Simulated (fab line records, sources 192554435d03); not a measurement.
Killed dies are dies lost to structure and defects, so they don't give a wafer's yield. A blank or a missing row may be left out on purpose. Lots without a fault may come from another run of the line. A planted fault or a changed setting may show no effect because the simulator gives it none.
fab line records | flow n5_finfet
record lots=7 wafers=39
route steps=1938 shown BEOL_M0_SAQP@676 BEOL_M0_CUTY@711 BEOL_M0@715 BEOL_M2@844 BEOL_M4@1108 BEOL_M7@1263
start_h: hours from the record's first day to the start of the lot's first wafer shown | wait_h: hours since the lot's step before | " the same as in the row above | L1.1+2: a row that stands for several wafers | - no value, or no start given | * or withheld: withheld | < > ~ a bound
route shown NAME@n: a module of which the file shows steps, and the number in the route of the first | usual: mean/standard deviation of fault-free wafers | same: alike in all rows | chamber/n: place in a boat | sites: the reading at each site | _std_site: their standard deviation | _edge_site: outer sites' mean less inner sites' | radius_mm: how far each site lies from the wafer's centre | mask NAME#n: copy n | behind: the tool/chamber that last shaped the wafer | hold: why the lot was held/for how many hours/how that ended | device: the transistor (n, p or np) that didn't switch | end of line: the same wafers' tests at the end of the route | a step without rows: its recipe alone | killed: dies lost to structure and defects at the first sort, not the wafer's yield | map: a wafer's dies, x killed, . not, _ none there
set.NAME: the setting as run; set.NAME@STEP: as run at that earlier step | model.NAME: the simulator's own value behind a step, which no gauge read
lots whose settings were changed on purpose; a table a step, a row a wafer
## steps
# step N5_BEOL_M0_SAQP_SPACER2_ALD_26
# recipe material=SiO2 target_thk_a=150 temp_c=300 ald_precursor_family=BDEAS ald_co_reactant=O2-plasma pulse_time_s=1 purge_time_s=2 co_reactant_purge_time_s=2 pressure_torr=2
# columns lot.wafer tool chamber start_h wait_h set.target_thk_a model.SiO2_of_BEOL_M0_SAQP_SPACER2_ALD_26.thk_nm
L076.2+5+6 ald_sin-02 1,0,1 124.80 0.1 150 15
L080.1+3+6 ald_sin-01 3,1,3 154.23 1.0 150 15
L080.2+5 " 2,0 " " 199.6 19.8
L080.4 " 0 " " 199.6 20
L083.1 ald_sin-03 3 163.54 0.1 199.1 20
L083.2+3+5 " 1,0,1 " " 150 15
L083.4+6 " 0,3 " " 199.1 19.8
L084.1+2+3+4+5 ald_sin-02 2,1,3,0,0 172.35 0.1 150 15
L084.6 " 1 " " 150 14.8
L085.1+3+5 ald_sin-03 0,3,3 181.37 0.9 150 15
L085.2 " 2 " " 86.99 8.8
L085.4+6 " 1,0 " " 86.99 8.6
L088.1+3+5 ald_sin-02 2,0,3 198.69 0.1 73.1 7.4
L088.2+6 " 3,2 " " 150 15
L088.4 " 1 " " 150 15.2
L089.1+2+3+4+6 ald_sin-03 2,3,0,1,3 203.99 0.1 150 15
L089.5 " 0 " " 150 14.8
# step N5_BEOL_M0_SAQP_SPACER2_ETCHBACK_27
# recipe chemistry=CHF3/O2 mode=anisotropic_etchback target=SiO2 target_depth_a=225 time_s=11.25 pressure_mtorr=30 source_w=650 bias_w=170 Ar_flow_sccm=200 CHF3_flow_sccm=50 O2_flow_sccm=5 ion_energy_ev=200
# step N5_BEOL_M0_SAQP_MANDREL2_REMOVE_110
# recipe chemistry=HBr/Cl2/O2 bt_time_s=10 target=a-Si stop_on=SiCN endpoint=OES-SiCl over_etch_frac=1 icp_w=600 bias_w=30 HBr_flow_sccm=150 Cl2_flow_sccm=80 O2_flow_sccm=5 pressure_mtorr=10
# columns lot.wafer tool chamber start_h wait_h set.target_thk_a@BEOL_M0_SAQP_SPACER2_ALD_26 model.BEOL_M0_SAQP.cd_nm
L076.2+5+6 rie_si-05 1,2,3 125.58 0.1 150 15
L080.1+3 rie_si-06 2,1 154.91 0.1 150 15
L080.2 " 3 " " 199.6 19.6
L080.4+5 " 0,1 " " 199.6 19.8
L080.6 " 0 " " 150 14.8
L083.1 rie_si-06 0 164.24 0.1 199.1 19.8
L083.2 " 1 " " 150 15
L083.3+5 " 3,0 " " 150 14.8
L083.4 " 2 " " 199.1 20
L083.6 " 3 " " 199.1 19.6
L084.1+3+4+5 rie_si-05 0,2,2,1 172.98 0.1 150 15
L084.2 " 1 " " 150 15.2
L084.6 " 0 " " 150 14.8
L085.1+3+5 rie_si-05 3,0,3 182.12 0.1 150 15
L085.2 " 1 " " 86.99 9
L085.4+6 " 2 " " 86.99 8.6
L088.1 rie_si-06 0 199.33 0.1 73.1 7.2
L088.2 " 1 " " 150 15.2
L088.3+5 " 2,1 " " 73.1 7.6
L088.4+6 " 3,2 " " 150 15
L089.1+2+3+6 rie_si-04 0,2,3,0 204.63 0.1 150 15
L089.4+5 " 1 " " 150 14.8
# step N5_BEOL_M0_SAQP_CD_MEAS_29
# recipe target_cd_nm=14.4 landing_energy_ev=1000 detector=se_inlens
# usual cd_nm=14.97/0.25
# columns lot.wafer tool chamber start_h wait_h set.target_thk_a@BEOL_M0_SAQP_SPACER2_ALD_26 cd_nm
L076.2 cd_sem-01 0 125.69 0.1 150 14.72
L076.5 " 0 " " 150 14.79
L076.6 " 0 " " 150 15.01
L080.1 cd_sem-02 0 155.02 0.1 150 15.09
L080.2 " 0 " " 199.6 19.61
L080.3 " 0 " " 150 14.89
L080.4 " 0 " " 199.6 19.83
L080.5 " 0 " " 199.6 19.75
L080.6 " 0 " " 150 14.97
L083.1 cd_sem-02 0 164.36 0.1 199.1 19.84
L083.2 " 0 " " 150 14.98
L083.3 " 0 " " 150 15.22
L083.4 " 0 " " 199.1 19.98
L083.5 " 0 " " 150 14.86
L083.6 " 0 " " 199.1 19.30
L084.1 cd_sem-03 0 173.09 0.1 150 14.84
L084.2 " 0 " " 150 14.95
L084.3 " 0 " " 150 14.85
L084.4 " 0 " " 150 15.38
L084.5 " 0 " " 150 14.90
L084.6 " 0 " " 150 14.67
L085.1 cd_sem-02 0 182.23 0.1 150 14.87
L085.2 " 0 " " 86.99 8.99
L085.3 " 0 " " 150 14.92
L085.4 " 0 " " 86.99 8.83
L085.5 " 0 " " 150 15.09
L085.6 " 0 " " 86.99 8.43
L088.1 cd_sem-02 0 199.44 0.1 73.1 7.14
L088.2 " 0 " " 150 15.33
L088.3 " 0 " " 73.1 7.76
L088.4 " 0 " " 150 14.75
L088.5 " 0 " " 73.1 7.79
L088.6 " 0 " " 150 15.05
L089.1 cd_sem-02 0 204.74 0.1 150 15.78
L089.2 " 0 " " 150 14.94
L089.3 " 0 " " 150 14.52
L089.4 " 0 " " 150 14.87
L089.5 " 0 " " 150 14.77
L089.6 " 0 " " 150 15.53
# step N5_BEOL_M0_SAQP_COAT_69
# recipe resist=SOC temp_c=250 time_s=60 spin_rpm=1500 resist_thk_nm=90
# step N5_BEOL_M0_SAQP_COAT_72
# recipe resist=SiARC temp_c=220 time_s=60 spin_rpm=1500 resist_thk_nm=15
# step N5_BEOL_M0_CUTY_DESCUM_61
# recipe chemistry=O2 time_s=7.9 source_power_w=50 bias_power_w=20 pressure_mtorr=20 rf_frequency_hz=2.712e+07 temp_c=40 resist=CAR-ArF-block o2_flow_sccm=225
# step N5_BEOL_M0_CUTY_ETCH_62
# recipe chemistry=CF4 target=SiARC mask_material=CAR-ArF-block time_s=58.5 ion_energy_ev=80 pressure_mtorr=40 source_w=545 bias_w=36 Ar_flow_sccm=100 cf4_flow_sccm=100 ends=cleared
# step N5_BEOL_M0_CUTY_ETCH_63
# recipe chemistry=N2/H2 target=SOC target_depth_a=827 overetch_a=165 mask_material=SiARC temp_c=40 ion_energy_ev=200 time_s=124 pressure_mtorr=30 source_w=840 bias_w=150 n2_flow_sccm=200 h2_flow_sccm=200
# columns lot.wafer tool chamber start_h wait_h set.target_thk_a@BEOL_M0_SAQP_SPACER2_ALD_26 model.SiO2_of_BEOL_M0_SAQP_SPACER2_ALD_26.thk_nm
L076.2+5+6 rie_diel-01 0,0,3 128.27 0.0 150 7
L080.1+6 rie_diel-01 0,3 157.23 0.0 150 7
L080.2+5 " 3,0 " " 199.6 12
L080.3 " 1 " " 150 6.8
L080.4 " 1 " " 199.6 11.8
L083.1+4+6 rie_diel-06 1,0,0 166.27 0.0 199.1 12
L083.2 " 3 " " 150 7.2
L083.3 " 2 " " 150 6.8
L083.5 " 1 " " 150 7
L084.1+2+3+4+5+6 rie_diel-01 2,3,0,2,0,3 175.12 0.0 150 7
L085.1 rie_diel-04 1 185.84 0.0 150 7
L085.2+4+6 " 2,1,0 " " 86.99 2
L085.3+5 " 0,2 " " 150 7.2
L088.1+3+5 rie_diel-06 2,1,0 201.42 0.0 73.1 1.6
L088.2+6 " 0,3 " " 150 7.2
L088.4 " 3 " " 150 7.4
L089.1+3+4 rie_diel-04 3,0,0 206.70 0.0 150 7
L089.2+5+6 " 2,2,3 " " 150 7.2
# step N5_BEOL_M0_CUTY_STRIP_64
# recipe chemistry=N2/H2 temp_c=40 n2_flow_sccm=200 h2_flow_sccm=200 rf_frequency_hz=6e+07
# step N5_BEOL_M0_ETCH_138
# recipe chemistry=CH3F/O2 target_depth_a=120 target=SiCN time_s=31.6 ion_energy_ev=120 pressure_mtorr=30 source_w=395 bias_w=75 Ar_flow_sccm=150 CH3F_flow_sccm=30 O2_flow_sccm=20 ends=cleared
# columns lot.wafer tool chamber start_h wait_h set.target_thk_a@BEOL_M0_SAQP_SPACER2_ALD_26 model.SiO2_of_BEOL_M0_SAQP_SPACER2_ALD_26.thk_nm
L076.2+5+6 rie_diel-01 0,0,3 128.39 0.0 150 5
L080.1+6 rie_diel-01 0,3 157.35 0.0 150 5
L080.2 " 3 " " 199.6 10
L080.3 " 1 " " 150 4.8
L080.4+5 " 1,0 " " 199.6 9.8
L083.1 rie_diel-06 1 166.39 0.0 199.1 10.2
L083.2 " 3 " " 150 5.4
L083.3 " 2 " " 150 4.8
L083.4+6 " 0 " " 199.1 10
L083.5 " 1 " " 150 5
L084.1 rie_diel-01 2 175.24 0.0 150 5.2
L084.2+3+4+5 " 3,0,2,0 " " 150 5
L084.6 " 3 " " 150 4.8
L085.1+3 rie_diel-04 1,0 185.97 0.0 150 5
L085.2+4+6 " 2,1,0 " " 86.99 1
L085.5 " 2 " " 150 5.2
L088.1+3+5 rie_diel-06 2,1,0 201.54 0.0 73.1 0.8
L088.2+4+6 " 0,3,3 " " 150 5.4
L089.1+2+4 rie_diel-04 3,2,0 206.82 0.0 150 5.2
L089.3+5+6 " 0,2,3 " " 150 5
# step N5_BEOL_M0_HM_OPEN_105
# recipe chemistry=Cl2/BCl3 target_depth_a=120 target=TiN ion_energy_ev=150 pressure_mtorr=10 icp_w=1000 bias_w=126 Cl2_flow_sccm=53.25 bcl3_flow_sccm=21.75 Ar_flow_sccm=25
# columns lot.wafer tool chamber start_h wait_h set.target_thk_a@BEOL_M0_SAQP_SPACER2_ALD_26 model.SiO2_of_BEOL_M0_SAQP_SPACER2_ALD_26.thk_nm
L076.2 rie_metal-02 0 128.50 0.1 150 2.8
L076.5+6 " 1,0 " " 150 2.6
L080.1+6 rie_metal-02 0,1 157.48 0.1 150 2.6
L080.2 " 1 " " 199.6 7.4
L080.3 " 0 " " 150 2.4
L080.4 " 1 " " 199.6 7.2
L080.5 " 0 " " 199.6 7.6
L083.1+6 rie_metal-01 1 167.81 1.4 199.1 7.8
L083.2 " 0 " " 150 2.8
L083.3 " 1 " " 150 2.4
L083.4 " 0 " " 199.1 7.6
L083.5 " 0 " " 150 2.6
L084.1+4 rie_metal-01 0 184.52 9.2 150 2.6
L084.2+3+5+6 " 0 " " 150 2.4
L085.1+5 rie_metal-03 1,0 189.21 3.2 150 2.6
L085.2+4+6 " 0,0,1 " " 86.99 0.4
L085.3 " 1 " " 150 2.8
L088.1+3+5 rie_metal-01 0,1,1 202.16 0.6 73.1 0.4
L088.2+6 " 1,0 " " 150 2.8
L088.4 " 0 " " 150 3
L089.1+2+4+5+6 rie_metal-01 1,0,0,1,0 207.08 0.2 150 2.6
L089.3 " 1 " " 150 2.4
# step N5_BEOL_M2_HM_DEP_02
# recipe material=TiN target_thk_a=200 temp_c=25 chamber_pressure_pa=0.49996
# columns lot.wafer tool chamber start_h wait_h set.target_thk_a model.TiN_of_BEOL_M2_HM_DEP_02.thk_nm
L076.2+5 pvd_sputter-03 - 148.01 2.1 200 20.2
L076.6 " - " " 200 20
L080.1+5 pvd_sputter-02 - 175.54 5.7 200 19.8
L080.2 " - " " 286.5 29
L080.3 " - " " 286.5 28.4
L080.4 " - " " 200 20
L080.6 " - " " 286.5 28.8
L083.1 pvd_sputter-03 - 200.09 1.9 200 20.4
L083.2+6 " - " " 200 19.4
L083.3+4 " - " " 200 20
L083.5 " - " " 200 20.2
L084.1 pvd_sputter-01 - 200.16 1.8 200 19.8
L084.2+4 " - " " 284.9 28.8
L084.3 " - " " 284.9 28.6
L084.5 " - " " 200 20
L084.6 " - " " 200 20.2
L085.1+3 pvd_sputter-03 - 209.85 1.0 200 20
L085.2 " - " " 200 19.2
L085.4+5+6 " - " " 200 19.8
L088.1 pvd_sputter-02 - 217.11 0.2 200 20.6
L088.2 " - " " 200 20.2
L088.3+4 " - " " 200 20
L088.5+6 " - " " 200 20.4
L089.1+5 pvd_sputter-02 - 224.22 0.0 200 20.4
L089.2+4 " - " " 169.1 16.8
L089.3 " - " " 169.1 17.4
L089.6 " - " " 200 20.2
# step N5_BEOL_M2_COAT_61
# recipe resist=SOC temp_c=250 time_s=60 spin_rpm=1500 resist_thk_nm=60
# step N5_BEOL_M2_COAT_62
# recipe resist=SiARC temp_c=220 time_s=60 spin_rpm=1500 resist_thk_nm=12
# step N5_BEOL_M2_STRIP_75
# recipe chemistry=N2/H2 temp_c=40 n2_flow_sccm=200 h2_flow_sccm=200 rf_frequency_hz=6e+07
# step N5_BEOL_M2_STRIP_66
# recipe chemistry=CF4 resist=SiARC power_w=300 bias_power_w=75 pressure_mtorr=50 cf4_flow_sccm=150 rf_frequency_hz=6e+07
# step N5_BEOL_M2_HM_OPEN_17
# recipe chemistry=Cl2/BCl3 target_depth_a=200 overetch_a=60 target=TiN mask_material=SOC ion_energy_ev=150 pressure_mtorr=10 icp_w=1000 bias_w=126 Cl2_flow_sccm=53.25 bcl3_flow_sccm=21.75 Ar_flow_sccm=25
# columns lot.wafer tool chamber start_h wait_h set.target_thk_a@BEOL_M2_HM_DEP_02 model.etch.depth_nm
L076.2 rie_metal-02 0 148.93 0.0 200 20.13
L076.5 " 0 " " 200 20.29
L076.6 " 1 " " 200 19.9
L080.1 rie_metal-02 0 176.46 0.0 200 19.73
L080.2 " 1 " " 286.5 26.53
L080.3 " 1 " " 286.5 26.62
L080.4 " 0 " " 200 20.02
L080.5 " 0 " " 200 19.89
L080.6 " 1 " " 286.5 26.79
L083.1 rie_metal-03 1 200.86 0.0 200 20.32
L083.2 " 0 " " 200 19.43
L083.3 " 0 " " 200 19.98
L083.4 " 1 " " 200 20.06
L083.5 " 1 " " 200 20.23
L083.6 " 0 " " 200 19.44
L084.1 rie_metal-03 1 201.10 0.0 200 19.75
L084.2 " 0 " " 284.9 27.05
L084.3 " 0 " " 284.9 26.9
L084.4 " 1 " " 284.9 25.63
L084.5 " 1 " " 200 19.94
L084.6 " 0 " " 200 20.21
L085.1 rie_metal-01 0 210.63 0.0 200 20.09
L085.2 " 1 " " 200 19.18
L085.3 " 0 " " 200 20.05
L085.4+5 " 1 " " 200 19.78
L085.6 " 0 " " 200 19.88
L088.1 rie_metal-01 0 218.01 0.0 200 20.54
L088.2 " 1 " " 200 20.29
L088.3 " 0 " " 200 20.09
L088.4 " 1 " " 200 20.03
L088.5 " 1 " " 200 20.49
L088.6 " 0 " " 200 20.37
L089.1 rie_metal-03 0 224.99 0.0 200 20.33
L089.2 " 1 " " 169.1 16.75
L089.3 " 1 " " 169.1 17.35
L089.4 " 0 " " 169.1 16.7
L089.5 " 1 " " 200 20.31
L089.6 " 0 " " 200 20.27
# step N5_BEOL_M4_DEP_57
# recipe material=SiCN target_thk_a=80 temp_c=withheld precursor=3MS/NH3 pressure_torr=3 rf_w=202 time_s=14
# columns lot.wafer tool chamber start_h wait_h set.target_thk_a model.SiCN_of_BEOL_M4_DEP_57.thk_nm
L076.2+6 pecvd-03 0,2 200.65 0.0 80 8.2
L076.5 " 0 " " 80 8
L080.1 pecvd-01 2 226.10 0.0 104 10.2
L080.2+5 " 1,2 " " 104 10.4
L080.3 " 0 " " 80 8
L080.4+6 " 1,0 " " 80 8.2
L083.1 pecvd-01 2 235.47 0.0 80 7.8
L083.2+3+4+6 " 1,0,1,0 " " 80 8.2
L083.5 " 2 " " 80 8
L084.1 pecvd-03 2 238.09 0.0 107.8 10.4
L084.2+6 " 1,2 " " 80 8
L084.3 " 1 " " 107.8 11
L084.4 " 2 " " 107.8 10.8
L084.5 " 1 " " 80 8.4
L085.1+2+3 pecvd-04 1,0,2 251.07 0.0 80 7.8
L085.4+5+6 " 0,1,2 " " 80 8
L088.1 pecvd-03 2 257.28 0.0 80 7.8
L088.2+3+5+6 " 1,0,0,2 " " 80 8
L088.4 " 1 " " 80 8.4
L089.1 pecvd-03 1 275.04 0.0 80 8.2
L089.2 " 0 " " 107.2 10.6
L089.3+4 " 2 " " 80 7.8
L089.5 " 1 " " 107.2 11
L089.6 " 0 " " 107.2 10.8
# step N5_BEOL_M7_ILD_DEP_00
# recipe material=SiCOH_lowk target_thk_a=1797.5 temp_c=300 precursor=DEMS/porogen pressure_torr=5 rf_w=500 time_s=33.4
# columns lot.wafer tool chamber start_h wait_h set.time_s model.SiCOH_lowk_of_BEOL_M7_ILD_DEP_00.thk_nm
L076.2 pecvd-04 0 221.33 0.0 33.4 181.8
L076.5 " 2 " " 33.4 183.4
L076.6 " 0 " " 33.4 182.8
L080.1 pecvd-04 1 252.61 0.0 16.84 94.2
L080.2+3 " 0,2 " " 33.4 180.6
L080.4 " 1 " " 16.84 93.8
L080.5 " 0 " " 33.4 183.8
L080.6 " 2 " " 16.84 96.2
L083.1 pecvd-01 2 262.46 0.0 33.4 175
L083.2 " 0 " " 33.4 175.8
L083.3 " 2 " " 39.13 208.4
L083.4 " 0 " " 39.13 210.4
L083.5 " 0 " " 33.4 179
L083.6 " 2 " " 39.13 210.2
L084.1 pecvd-01 2 263.95 0.0 33.4 174.8
L084.2 " 0 " " 33.4 177
L084.3 " 0 " " 33.4 179
L084.4 " 2 " " 41.68 220.4
L084.5 " 0 " " 41.68 222
L084.6 " 2 " " 41.68 222.4
L085.1 pecvd-02 2 271.31 0.0 45.12 236.2
L085.2 " 0 " " 45.12 238
L085.3 " 1 " " 45.12 236.4
L085.4+6 " 0,1 " " 33.4 180.6
L085.5 " 2 " " 33.4 181.4
L088.1 pecvd-04 0 279.61 0.0 52.89 281.4
L088.2 " 2 " " 52.89 281.6
L088.3 " 1 " " 33.4 177.4
L088.4 " 1 " " 33.4 180.4
L088.5 " 0 " " 33.4 183.8
L088.6 " 2 " " 52.89 285.6
L089.1 pecvd-02 1 294.92 0.0 14.6 80.4
L089.2 " 0 " " 14.6 79.8
L089.3 " 2 " " 33.4 175.4
L089.4 " 0 " " 33.4 180.2
L089.5 " 1 " " 14.6 81
L089.6 " 2 " " 33.4 177
# step N5_BEOL_M7_CURE_74
# recipe temp_c=385 time_s=240 ambient=He/Ar material=SiCOH_lowk
# columns lot.wafer tool chamber start_h wait_h set.time_s@BEOL_M7_ILD_DEP_00 model.SiCOH_lowk_of_BEOL_M7_ILD_DEP_00.thk_nm
L076.2 uv_cure-02 1 221.48 0.1 33.4 156.8
L076.5 " 1 " " 33.4 158.2
L076.6 " 1 " " 33.4 157.6
L080.1 uv_cure-02 0 252.67 0.0 16.84 80.8
L080.2 " 0 " " 33.4 155.8
L080.3 " 0 " " 33.4 155.6
L080.4 " 0 " " 16.84 80.6
L080.5 " 0 " " 33.4 158.6
L080.6 " 0 " " 16.84 82.6
L083.1 uv_cure-03 1 262.55 0.1 33.4 150.8
L083.2 " 1 " " 33.4 151.6
L083.3 " 1 " " 39.13 180
L083.4 " 1 " " 39.13 181.8
L083.5 " 1 " " 33.4 154.4
L083.6 " 1 " " 39.13 181.6
L084.1 uv_cure-02 1 264.04 0.1 33.4 150.6
L084.2 " 1 " " 33.4 152.6
L084.3 " 1 " " 33.4 154.4
L084.4 " 1 " " 41.68 190.6
L084.5 " 1 " " 41.68 192
L084.6 " 1 " " 41.68 192.2
L085.1 uv_cure-03 2 271.38 0.0 45.12 204.4
L085.2 " 2 " " 45.12 206
L085.3 " 2 " " 45.12 204.6
L085.4+6 " 2 " " 33.4 155.8
L085.5 " 2 " " 33.4 156.6
L088.1+2 uv_cure-02 1 279.67 0.0 52.89 244.2
L088.3 " 1 " " 33.4 153
L088.4 " 1 " " 33.4 155.6
L088.5 " 1 " " 33.4 158.6
L088.6 " 1 " " 52.89 247.8
L089.1 uv_cure-03 0 294.99 0.0 14.6 69
L089.2 " 0 " " 14.6 68.4
L089.3 " 0 " " 33.4 151.2
L089.4 " 0 " " 33.4 155.4
L089.5 " 0 " " 14.6 69.4
L089.6 " 0 " " 33.4 152.6
# step N5_BEOL_M7_THK_MEAS_01
# recipe reads=SiCOH_lowk_of_BEOL_M7_ILD_DEP_00
# usual M7_ILD_THK=154.4/2.4
# columns lot.wafer tool chamber start_h wait_h set.time_s@BEOL_M7_ILD_DEP_00 M7_ILD_THK[nm]
L076.2 film_metro-01 - 221.91 0.4 33.4 156.8
L076.5 " - " " 33.4 158.2
L076.6 " - " " 33.4 157.7
L080.1 film_metro-02 - 253.18 0.4 16.84 80.9
L080.2 " - " " 33.4 155.9
L080.3 " - " " 33.4 155.8
L080.4 " - " " 16.84 80.6
L080.5 " - " " 33.4 158.5
L080.6 " - " " 16.84 82.6
L083.1 film_metro-02 - 263.06 0.4 33.4 150.8
L083.2 " - " " 33.4 151.6
L083.3 " - " " 39.13 180.1
L083.4 " - " " 39.13 181.7
L083.5 " - " " 33.4 154.3
L083.6 " - " " 39.13 181.6
L084.1 film_metro-02 - 264.55 0.4 33.4 150.7
L084.2 " - " " 33.4 152.7
L084.3 " - " " 33.4 154.4
L084.4 " - " " 41.68 190.5
L084.5 " - " " 41.68 192.1
L084.6 " - " " 41.68 192.1
L085.1 film_metro-02 - 272.37 0.8 45.12 204.2
L085.2 " - " " 45.12 205.9
L085.3 " - " " 45.12 204.6
L085.4 " - " " 33.4 155.9
L085.5 " - " " 33.4 156.6
L085.6 " - " " 33.4 155.8
L088.1 film_metro-01 - 280.18 0.4 52.89 244.3
L088.2 " - " " 52.89 244.3
L088.3 " - " " 33.4 152.8
L088.4 " - " " 33.4 155.5
L088.5 " - " " 33.4 158.5
L088.6 " - " " 52.89 247.6
L089.1 film_metro-02 - 295.98 0.8 14.6 68.9
L089.2 " - " " 14.6 68.5
L089.3 " - " " 33.4 151.1
L089.4 " - " " 33.4 155.3
L089.5 " - " " 14.6 69.5
L089.6 " - " " 33.4 152.7
## key
split step=N5_BEOL_M0_SAQP_SPACER2_ALD_26 setting=target_thk_a stated=150 by=wafer
response step=N5_BEOL_M0_SAQP_SPACER2_ALD_26 reading=model.SiO2_of_BEOL_M0_SAQP_SPACER2_ALD_26.thk_nm change=+0.149 per=1% r=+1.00
response step=N5_BEOL_M0_SAQP_MANDREL2_REMOVE_110 reading=model.BEOL_M0_SAQP.cd_nm change=+0.148 per=1% r=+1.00
response step=N5_BEOL_M0_SAQP_CD_MEAS_29 reading=cd_nm change=+0.146 per=1% r=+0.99
response step=N5_BEOL_M0_CUTY_ETCH_63 reading=model.SiO2_of_BEOL_M0_SAQP_SPACER2_ALD_26.thk_nm change=+0.127 per=1% r=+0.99
response step=N5_BEOL_M0_ETCH_138 reading=model.SiO2_of_BEOL_M0_SAQP_SPACER2_ALD_26.thk_nm change=+0.112 per=1% r=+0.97
response step=N5_BEOL_M0_HM_OPEN_105 reading=model.SiO2_of_BEOL_M0_SAQP_SPACER2_ALD_26.thk_nm change=+0.084 per=1% r=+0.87
split step=N5_BEOL_M2_HM_DEP_02 setting=target_thk_a stated=200 by=wafer
response step=N5_BEOL_M2_HM_DEP_02 reading=model.TiN_of_BEOL_M2_HM_DEP_02.thk_nm change=+0.206 per=1% r=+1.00
response step=N5_BEOL_M2_HM_OPEN_17 reading=model.etch.depth_nm change=+0.159 per=1% r=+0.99
split step=N5_BEOL_M4_DEP_57 setting=target_thk_a stated=80 by=wafer
response step=N5_BEOL_M4_DEP_57 reading=model.SiCN_of_BEOL_M4_DEP_57.thk_nm change=+0.0778 per=1% r=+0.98
split step=N5_BEOL_M7_ILD_DEP_00 setting=time_s stated=33.4 by=wafer
response step=N5_BEOL_M7_ILD_DEP_00 reading=model.SiCOH_lowk_of_BEOL_M7_ILD_DEP_00.thk_nm change=+1.74 per=1% r=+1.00
response step=N5_BEOL_M7_CURE_74 reading=model.SiCOH_lowk_of_BEOL_M7_ILD_DEP_00.thk_nm change=+1.51 per=1% r=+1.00
response step=N5_BEOL_M7_THK_MEAS_01 reading=M7_ILD_THK change=+1.51 per=1% r=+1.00
